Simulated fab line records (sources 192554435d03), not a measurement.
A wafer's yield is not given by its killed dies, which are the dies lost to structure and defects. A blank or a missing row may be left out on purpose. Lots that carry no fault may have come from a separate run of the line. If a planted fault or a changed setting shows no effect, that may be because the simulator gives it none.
Matching of chambers -- flow n5-finfet -- 4 sister chambers for N5_HKMG_FIN_ETCH_58 on rie-diel-05
The step etches SOC in N2/H2, target depth 215.8 nm, time 741 s. 8 wafers are shown with their chamber, then 7 later ones without.

EACH WAFER AND ITS CHAMBER
wafer,chamber,drypump-motor-current-A (A),showerhead-plenum-p-Torr (Torr)
L488.4,3,5.4,2.54
L491.2,1,6.2,2.51
L491.4,3,5.3,2.54
L491.5,0,5.2,2.62
L492.2,1,6.2,2.51
L492.6,2,6.3,2.53
L496.1,0,5.2,2.61
L496.2,2,6.3,2.53

WAFERS WHOSE CHAMBER IS MISSING
wafer,drypump-motor-current-A (A),showerhead-plenum-p-Torr (Torr)
L496.3,6.2,2.50
L497.2,5.2,2.61
L497.3,6.3,2.53
L497.6,5.4,2.54
L498.1,5.2,2.61
L498.2,5.4,2.53
L498.6,5.4,2.53

EACH ONE'S CHAMBER
wafer,from the rows above,in truth
L496.3,1,1
L497.2,0,0
L497.3,2,2
L497.6,3,3
L498.1,0,0
L498.2,3,3
L498.6,3,3
Correct placement for 7 of the 7. Left unplaced by these rows: 0. Wrongly placed: 0.
How it was worked out, from the rows above alone: a wafer's distance from a chamber is the root of the sum, over the readings, of the square of ((its reading less the chamber's mean) divided by the reading's scatter). If the next closest chamber is less than 2 further off than the closest, the wafer can't be placed; otherwise it belongs to the closest. A chamber's mean is the mean of its shown wafers. The scatter is the square root of a quotient: the sum, over the shown wafers, of each reading's squared deviation from its chamber's mean, divided by wafers minus chambers.
